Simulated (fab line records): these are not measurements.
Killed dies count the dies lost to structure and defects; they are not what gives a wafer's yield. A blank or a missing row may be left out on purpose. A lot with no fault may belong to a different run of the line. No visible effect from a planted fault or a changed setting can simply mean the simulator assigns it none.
Problem report, 8D (eight disciplines) form, completed by code | flow nand-harc | the parts of the form that need people (team, actions taken, sign-off) are left out

== 1. WHAT IS WRONG ==
At NHARC_A_WL_FILL_ETCHBACK_17, oes-product-au averages 1.388 a.u. over 2 wafers from 2 lots, while fault-free wafers read 0.998 a.u., standard deviation 0.0072. Relative to the usual mean, that is a shift of +54 standard deviations.
The step: etches the open film in Cl2/BCl3, target depth 4 nm, time 26.7 s.
First observed at day 17 22:09: wafer L621.6, on rie-metal-01. At this step, 39 wafers from 13 lots have a number in the record. By rule, "out" or "out of limits" means more than 4 standard deviations away from the usual mean. The rest of the wafers with a number are treated as sound.

== 2. WHAT IT IS AND WHAT IT IS NOT ==
question                    | is                | is not
which readings at this step | oes-product-au    | drypump-motor-current-A
which lots                  | L621, L624        | L613, L614, L615, L616, L617, L618, L622, L630, L631, L634, L636
which wafers of those lots  | L621.6, L624.1    | L621.3, L621.4, L624.3, L624.4
read on which tools         | rie-metal-01      | rie-metal-02, rie-metal-03
when                        | from day 17 22:09 | up to then (23 sound wafers); but 14 sound wafers of L624, L630, L631, L634, L636 came after

== 3. SUSPECTS, AND WHAT RULES EACH OUT ==
Counting: any tool at a process step up to the reading remains a suspect provided it ran every lot that is out. Sound lots after the first of them don't rule it out here, since some wafers of a struck lot are sound.
- rie-metal-01 at NHARC_A_WL_FILL_ETCHBACK_17 (etches the open film in Cl2/BCl3, target depth 4 nm, time 26.7 s): kept. Every lot that is out went through it, the first being L621 (day 17 22:09); the last sound lot it ran before that was L622 (day 17 12:11). On those wafers its own readings are out: oes-product-au.
The count leaves rie-metal-01 at NHARC_A_WL_FILL_ETCHBACK_17.

== 4. THE CAUSE (what the simulator had put in) ==
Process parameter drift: rie-metal-01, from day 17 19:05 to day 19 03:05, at NHARC_A_WL_FILL_ETCHBACK_17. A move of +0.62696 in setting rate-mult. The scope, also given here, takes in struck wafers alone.
Counting left only this tool.

== 5. THE CHAIN OF EFFECTS, in route order ==
Rows list readings where the struck wafers' mean (over those with a number) sits beyond 3 standard deviations from the usual. Only readings for which the record gives a usual standard deviation are gone through. hours: the time from each lot's start at the first step in this table that gives one to its start at this step, as a median over the lots. sigmas: the change in usual standard deviations.
hours | step                        | reading        | usual      | on struck wafers | change | sigmas
0     | NHARC_A_WL_FILL_ETCHBACK_17 | oes-product-au | 0.998 a.u. | 1.388            | +0.390 | +54
It contains these process steps:
- NHARC_A_WL_FILL_ETCHBACK_17: etches the open film in Cl2/BCl3, target depth 4 nm, time 26.7 s.
Later measuring or inspecting steps at which every struck wafer that the step has a row for has a number for every such reading, and none has moved that far: NHARC_END_SORT_01.

== 6. WHAT WOULD HAVE CAUGHT IT SOONER ==
First out-of-limits reading in this record: day 17 22:09, which is 3 hours after fault onset at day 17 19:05.
